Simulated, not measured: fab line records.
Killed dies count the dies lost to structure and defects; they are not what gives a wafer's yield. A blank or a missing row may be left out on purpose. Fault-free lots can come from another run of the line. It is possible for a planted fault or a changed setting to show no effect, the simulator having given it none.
Matching of chambers / flow nand_harc / 3 sister chambers for NHARC_P_M1_PRE_CLEAN_32 on pecvd-03
The step time 12 s. 6 wafers are shown with their chamber, then 11 later ones without.

== EACH WAFER AND ITS CHAMBER ==
wafer=L082.3; chamber=0; heater_power_outer_w (W)=397; heater_power_w (W)=701
wafer=L089.5; chamber=2; heater_power_outer_w (W)=288; heater_power_w (W)=541
wafer=L091.1; chamber=2; heater_power_outer_w (W)=369; heater_power_w (W)=642
wafer=L091.2; chamber=1; heater_power_outer_w (W)=396; heater_power_w (W)=670
wafer=L091.6; chamber=1; heater_power_outer_w (W)=402; heater_power_w (W)=687
wafer=L092.2; chamber=0; heater_power_outer_w (W)=370; heater_power_w (W)=668

== WAFERS MISSING THEIR CHAMBER ==
wafer=L092.5; heater_power_outer_w (W)=437; heater_power_w (W)=753
wafer=L092.6; heater_power_outer_w (W)=370; heater_power_w (W)=676
wafer=L093.1; heater_power_outer_w (W)=457; heater_power_w (W)=765
wafer=L093.4; heater_power_outer_w (W)=439; heater_power_w (W)=749
wafer=L093.5; heater_power_outer_w (W)=357; heater_power_w (W)=646
wafer=L095.2; heater_power_outer_w (W)=397; heater_power_w (W)=654
wafer=L095.3; heater_power_outer_w (W)=372; heater_power_w (W)=651
wafer=L095.6; heater_power_outer_w (W)=454; heater_power_w (W)=757
wafer=L096.4; heater_power_outer_w (W)=487; heater_power_w (W)=811
wafer=L096.5; heater_power_outer_w (W)=329; heater_power_w (W)=587
wafer=L096.6; heater_power_outer_w (W)=452; heater_power_w (W)=791

== WHICH CHAMBER EACH WENT THROUGH ==
wafer=L092.5; from the rows above=can't be placed: 1 or 0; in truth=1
wafer=L092.6; from the rows above=can't be placed: 0 or 1 or 2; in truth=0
wafer=L093.1; from the rows above=can't be placed: 1 or 0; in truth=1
wafer=L093.4; from the rows above=can't be placed: 1 or 0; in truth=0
wafer=L093.5; from the rows above=can't be placed: 0 or 1 or 2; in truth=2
wafer=L095.2; from the rows above=can't be placed: 1 or 0 or 2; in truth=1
wafer=L095.3; from the rows above=can't be placed: 0 or 1 or 2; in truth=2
wafer=L095.6; from the rows above=can't be placed: 1 or 0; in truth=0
wafer=L096.4; from the rows above=can't be placed: 1 or 0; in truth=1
wafer=L096.5; from the rows above=2; in truth=2
wafer=L096.6; from the rows above=can't be placed: 1 or 0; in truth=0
Correctly placed: 1 of 11. From these rows, 10 cannot be placed; in 10 the true chamber is one of the candidates. 0 placed wrongly.
How it was worked out, from the rows above alone: a wafer's distance from a chamber is the root of the sum, over the readings, of the square of ((its reading less the chamber's mean) divided by the reading's scatter). The wafer belongs to the nearest chamber; if the next one is less than 2 further off, it can't be placed. The mean given for a chamber averages the wafers shown for that chamber. How the scatter is found: for the shown wafers, subtract from each reading the mean of its chamber, square and add these, divide the total by (wafers less chambers), then take the root.
